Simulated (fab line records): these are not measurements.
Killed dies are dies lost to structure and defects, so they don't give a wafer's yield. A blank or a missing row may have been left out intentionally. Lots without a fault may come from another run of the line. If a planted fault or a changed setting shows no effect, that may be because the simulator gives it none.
Matching of chambers || flow n5_finfet || N5_BEOL_M14_CMP_49 on cmp-01 has 4 sister chambers
The step polishes, stops on SiO2, t overpolish 5.2 s, target thk 560 nm. 8 wafers are shown with their chamber, then 8 later ones without.

## WAFERS WITH THEIR CHAMBER
{"wafer": "L084.3", "chamber": 1, "motor_current_A (A)": 8.4, "barrier_field_endpoint_s (s)": 11.1}
{"wafer": "L084.6", "chamber": 0, "motor_current_A (A)": 8.7, "barrier_field_endpoint_s (s)": 11.3}
{"wafer": "L090.5", "chamber": 2, "motor_current_A (A)": 9.6, "barrier_field_endpoint_s (s)": 12.0}
{"wafer": "L090.6", "chamber": 3, "motor_current_A (A)": 10.9, "barrier_field_endpoint_s (s)": 11.8}
{"wafer": "L091.1", "chamber": 0, "motor_current_A (A)": 8.4, "barrier_field_endpoint_s (s)": 11.3}
{"wafer": "L091.3", "chamber": 2, "motor_current_A (A)": 9.6, "barrier_field_endpoint_s (s)": 11.8}
{"wafer": "L091.6", "chamber": 1, "motor_current_A (A)": 8.7, "barrier_field_endpoint_s (s)": 11.3}
{"wafer": "L092.1", "chamber": 3, "motor_current_A (A)": 10.4, "barrier_field_endpoint_s (s)": 11.9}

## WAFERS MISSING THEIR CHAMBER
{"wafer": "L092.2", "motor_current_A (A)": 8.8, "barrier_field_endpoint_s (s)": 11.7}
{"wafer": "L092.5", "motor_current_A (A)": 8.7, "barrier_field_endpoint_s (s)": 11.4}
{"wafer": "L095.4", "motor_current_A (A)": 9.5, "barrier_field_endpoint_s (s)": 11.7}
{"wafer": "L095.5", "motor_current_A (A)": 8.7, "barrier_field_endpoint_s (s)": 11.5}
{"wafer": "L095.6", "motor_current_A (A)": 8.3, "barrier_field_endpoint_s (s)": 11.5}
{"wafer": "L096.1", "motor_current_A (A)": 10.0, "barrier_field_endpoint_s (s)": 11.7}
{"wafer": "L096.3", "motor_current_A (A)": 8.5, "barrier_field_endpoint_s (s)": 11.5}
{"wafer": "L096.5", "motor_current_A (A)": 10.0, "barrier_field_endpoint_s (s)": 11.6}

## EACH ONE'S CHAMBER
{"wafer": "L092.2", "from the rows above": "can't be placed: 0 or 2 or 1", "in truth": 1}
{"wafer": "L092.5", "from the rows above": "can't be placed: 0 or 1", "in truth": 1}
{"wafer": "L095.4", "from the rows above": 2, "in truth": 2}
{"wafer": "L095.5", "from the rows above": "can't be placed: 0 or 1", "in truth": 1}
{"wafer": "L095.6", "from the rows above": "can't be placed: 0 or 1", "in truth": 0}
{"wafer": "L096.1", "from the rows above": "can't be placed: 2 or 3", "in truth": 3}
{"wafer": "L096.3", "from the rows above": "can't be placed: 0 or 1", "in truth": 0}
{"wafer": "L096.5", "from the rows above": "can't be placed: 2 or 3", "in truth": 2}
Placed correctly: 1 of 8. Can't be placed from these rows: 7 (the true chamber is among the candidates in 7). Number placed wrongly: 0.
How it was worked out, from the rows above alone: a wafer's distance from a chamber is the root of the sum, over the readings, of the square of ((its reading less the chamber's mean) divided by the reading's scatter). The wafer belongs to the nearest chamber; if the next one is less than 2 further off, it can't be placed. For every chamber, the mean is computed from those of its wafers that are shown. How the scatter is found: for the shown wafers, subtract from each reading the mean of its chamber, square and add these, divide the total by (wafers less chambers), then take the root.
